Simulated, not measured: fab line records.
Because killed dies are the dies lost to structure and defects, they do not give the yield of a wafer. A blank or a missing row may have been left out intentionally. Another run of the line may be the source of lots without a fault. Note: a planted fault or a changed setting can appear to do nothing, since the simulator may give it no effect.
The tool behind it: which one? | flow n5 finfet | Sampling: 10 lots, 30 wafers, 7 of 1938 route steps

WHAT THE GAUGES SHOWED, per wafer
N5_BEOL_M4_INSPECT_59: inspects for defects (darkfield).
lot  | measured     | on                | raw defect count
L973 | day 8 04:54  | defect inspect-01 | 86 63 85
L978 | day 9 15:11  | defect inspect-01 | 63 64 58
L977 | day 9 20:03  | defect inspect-01 | 78 81 1317
L984 | day 11 12:31 | defect inspect-01 | 87 112 105
L986 | day 12 03:47 | defect inspect-02 | 52 46 83
L985 | day 12 04:51 | defect inspect-02 | 44 37 35
L989 | day 12 11:12 | defect inspect-02 | 43 76 72
L990 | day 13 09:53 | defect inspect-01 | 62 97 91
L992 | day 13 14:37 | defect inspect-02 | 61 77 50
L993 | day 13 18:00 | defect inspect-01 | 124 73 112

N5_BEOL_M4_RC_MEAS_101.
lot  | measured     | on        | DIBL_N (mV/V)  | DIBL_P (mV/V)  | IOFF_N (nA/um)    | IOFF_P (nA/um) | ION_N (uA/um) | ION_P (uA/um) | SS_N (mV/dec)  | SS_P (mV/dec)  | VT_N (mV)         | VT_P (mV)
L973 | day 8 05:05  | prober-01 | 39.6 37.8 38.2 | 38.2 35.8 36.4 | 0.231 0.185 0.194 | 0.30 0.25 0.26 | 687 672 683   | 465 468 464   | 71.7 72.2 72.5 | 74.2 74.4 73.7 | 244.0 250.5 248.7 | -247 -246 -247
L978 | day 9 15:22  | prober-01 | 36.4 33.6 34.9 | 37.0 34.0 35.1 | 0.176 0.135 0.156 | 0.25 0.20 0.22 | 679 673 679   | 468 466 468   | 71.1 70.8 71.6 | 73.8 72.3 73.7 | 247.4 251.4 251.6 | -247 -248 -248
L977 | day 9 20:05  | prober-02 | 35.8 36.5 36.2 | 35.7 37.4 37.3 | 0.138 0.160 0.155 | 0.22 0.24 0.24 | 664 672 674   | 461 469 466   | 71.4 71.9 72.1 | 72.8 73.1 72.9 | 252.6 249.0 246.5 | -250 -248 -247
L984 | day 11 12:33 | prober-01 | 35.5 38.1 34.7 | 33.6 36.0 32.0 | 0.129 0.174 0.118 | 0.17 0.21 0.15 | 671 686 653   | 458 459 445   | 71.4 71.9 70.9 | 73.4 73.2 72.0 | 253.9 246.4 252.6 | -256 -250 -253
L986 | day 12 03:58 | prober-02 | 36.9 36.1 37.9 | 36.6 36.0 37.5 | 0.160 0.148 0.186 | 0.22 0.20 0.22 | 668 674 668   | 460 460 456   | 72.4 71.6 72.3 | 73.3 73.1 72.8 | 250.9 252.0 248.8 | -250 -251 -253
L985 | day 12 04:52 | prober-01 | 35.6 35.3 36.7 | 35.8 35.4 36.4 | 0.148 0.140 0.151 | 0.21 0.20 0.20 | 668 665 661   | 462 458 454   | 71.5 71.5 72.3 | 73.6 73.0 72.6 | 250.8 251.8 250.6 | -250 -250 -250
L989 | day 12 11:14 | prober-01 | 38.0 35.1 38.2 | 37.8 33.7 37.4 | 0.192 0.117 0.187 | 0.24 0.17 0.22 | 691 650 687   | 469 449 468   | 72.7 71.3 72.1 | 73.1 72.9 73.4 | 248.7 255.1 246.8 | -248 -254 -250
L990 | day 13 10:14 | prober-01 | 34.4 35.6 34.5 | 35.2 36.6 34.1 | 0.130 0.144 0.115 | 0.18 0.20 0.16 | 676 666 653   | 459 458 452   | 70.9 71.2 71.0 | 72.7 73.3 72.6 | 253.2 250.0 254.2 | -253 -250 -252
L992 | day 13 14:39 | prober-02 | 34.0 32.3 35.7 | 33.3 32.1 34.5 | 0.125 0.120 0.151 | 0.19 0.19 0.21 | 672 676 667   | 465 475 464   | 71.2 70.9 71.7 | 71.5 72.4 72.7 | 253.6 250.4 248.6 | -254 -252 -251
L993 | day 13 18:20 | prober-02 | 36.1 36.5 35.0 | 34.5 35.5 33.4 | 0.143 0.158 0.135 | 0.21 0.22 0.19 | 668 676 677   | 466 468 474   | 70.9 71.9 71.2 | 72.8 72.2 72.3 | 252.3 247.6 251.1 | -247 -249 -250

N5_BEOL_M5_INSPECT_13: inspects for defects (brightfield).
lot  | measured     | on                | raw defect count
L973 | day 8 09:34  | defect inspect-01 | 487 523 474
L978 | day 9 19:37  | defect inspect-02 | 217 269 293
L977 | day 9 22:59  | defect inspect-01 | 398 573 1716
L984 | day 11 15:13 | defect inspect-02 | 291 313 299
L986 | day 12 06:13 | defect inspect-02 | 273 288 407
L985 | day 12 10:20 | defect inspect-02 | 328 316 308
L989 | day 12 14:33 | defect inspect-02 | 293 341 327
L990 | day 13 13:46 | defect inspect-02 | 545 446 508
L992 | day 13 17:22 | defect inspect-01 | 574 477 342
L993 | day 13 21:03 | defect inspect-02 | 595 326 464

WHICH TOOL RAN EACH LOT (tool, then ch and the chambers of the sampled wafers, then the start)
lot  | N5_BEOL_M4_SPUTTER_81        | N5_BEOL_M4_ANNEAL_82         | N5_BEOL_M4_ANNEAL_89         | N5_BEOL_M4_PRE_CLEAN_56
L973 | pvd sputter-01, day 8 02:29  | pvd sputter-01, day 8 02:34  | pvd sputter-01, day 8 03:00  | pecvd-04 ch 1,2, day 8 04:47
L978 | pvd sputter-01, day 9 12:47  | pvd sputter-01, day 9 12:52  | pvd sputter-01, day 9 13:19  | pecvd-02 ch 0,2, day 9 15:04
L977 | pvd sputter-03, day 9 17:40  | pvd sputter-03, day 9 17:44  | pvd sputter-03, day 9 18:11  | pecvd-01 ch 0,2, day 9 19:56
L984 | pvd sputter-01, day 11 10:04 | pvd sputter-01, day 11 10:09 | pvd sputter-01, day 11 10:35 | pecvd-04 ch 0,2, day 11 12:25
L986 | pvd sputter-01, day 12 01:23 | pvd sputter-01, day 12 01:28 | pvd sputter-01, day 12 01:54 | pecvd-04 ch 1,2, day 12 03:40
L985 | pvd sputter-02, day 12 02:28 | pvd sputter-02, day 12 02:32 | pvd sputter-02, day 12 02:59 | pecvd-02 ch 1,2, day 12 04:44
L989 | pvd sputter-03, day 12 08:45 | pvd sputter-03, day 12 08:50 | pvd sputter-03, day 12 09:16 | pecvd-04 ch 1,2, day 12 11:02
L990 | pvd sputter-02, day 13 07:27 | pvd sputter-02, day 13 07:32 | pvd sputter-02, day 13 07:58 | pecvd-01 ch 0,2, day 13 09:47
L992 | pvd sputter-01, day 13 12:14 | pvd sputter-01, day 13 12:19 | pvd sputter-01, day 13 12:45 | pecvd-04 ch 0,2, day 13 14:30
L993 | pvd sputter-01, day 13 15:31 | pvd sputter-01, day 13 15:35 | pvd sputter-01, day 13 16:02 | pecvd-01 ch 0,1,2, day 13 17:53
- N5_BEOL_M4_SPUTTER_81: material Cu, target thk 4.5 nm, time 8.29 s.
- N5_BEOL_M4_ANNEAL_82: time 240 s.
- N5_BEOL_M4_ANNEAL_89: time 240 s.
- N5_BEOL_M4_PRE_CLEAN_56: time 15 s.

WHAT THE TOOLS THEMSELVES READ (means of the sampled wafers that have a number; where no wafer has one, the mark that the record gives instead)
N5_BEOL_M4_SPUTTER_81.
lot  | tool           | throttle valve pct (%)
L973 | pvd sputter-01 | 30.6
L978 | pvd sputter-01 | 29.8
L977 | pvd sputter-03 | 29.0
L984 | pvd sputter-01 | 30.6
L986 | pvd sputter-01 | 30.7
L985 | pvd sputter-02 | 30.7
L989 | pvd sputter-03 | 29.0
L990 | pvd sputter-02 | 31.5
L992 | pvd sputter-01 | 29.7
L993 | pvd sputter-01 | 28.8

N5_BEOL_M4_ANNEAL_82.
lot  | tool           | heater power w (W)
L973 | pvd sputter-01 | 791
L978 | pvd sputter-01 | 812
L977 | pvd sputter-03 | 814
L984 | pvd sputter-01 | 822
L986 | pvd sputter-01 | 828
L985 | pvd sputter-02 | 835
L989 | pvd sputter-03 | 827
L990 | pvd sputter-02 | 759
L992 | pvd sputter-01 | 803
L993 | pvd sputter-01 | 803

N5_BEOL_M4_ANNEAL_89.
lot  | tool           | heater power w (W)
L973 | pvd sputter-01 | 799
L978 | pvd sputter-01 | 821
L977 | pvd sputter-03 | 817
L984 | pvd sputter-01 | 832
L986 | pvd sputter-01 | 834
L985 | pvd sputter-02 | 839
L989 | pvd sputter-03 | 829
L990 | pvd sputter-02 | 757
L992 | pvd sputter-01 | 825
L993 | pvd sputter-01 | 819

THE ANSWER, worked out from the rows above alone
Rule: what is usual is taken from the lots themselves. Put in order of their means at a reading, lots are off if they are a third of the lots or fewer, leave a main group of 4 or more, and stand apart from it by a gap of 3 or more times the standard deviation of the main group's means; of several such gaps the widest counts. A main group whose means are all the same, to the digits that the tables above print for the reading, isn't used. Also off: a lot with no number at a reading for which 4 or more lots have one. All remaining lots with rows at the step are treated as sound. First the gauges in route order, then the tools' own readings, where a lot's mean is used as printed above. At the first step where some lot is off, the reading lying furthest off is the one used; lots without a number count as furthest.
Off: L977 (N5_BEOL_M4_INSPECT_59, raw defect count). The main group has a mean of 73 with a standard deviation of 20.
A tool fits if, at a process step before that reading, it ran every lot that is off, and no sound lot after the first of them. The gauges at N5_BEOL_M4_INSPECT_59 are tried like those tools. Of those tried, none fits.

WHAT WAS PUT IN BY THE SIMULATOR
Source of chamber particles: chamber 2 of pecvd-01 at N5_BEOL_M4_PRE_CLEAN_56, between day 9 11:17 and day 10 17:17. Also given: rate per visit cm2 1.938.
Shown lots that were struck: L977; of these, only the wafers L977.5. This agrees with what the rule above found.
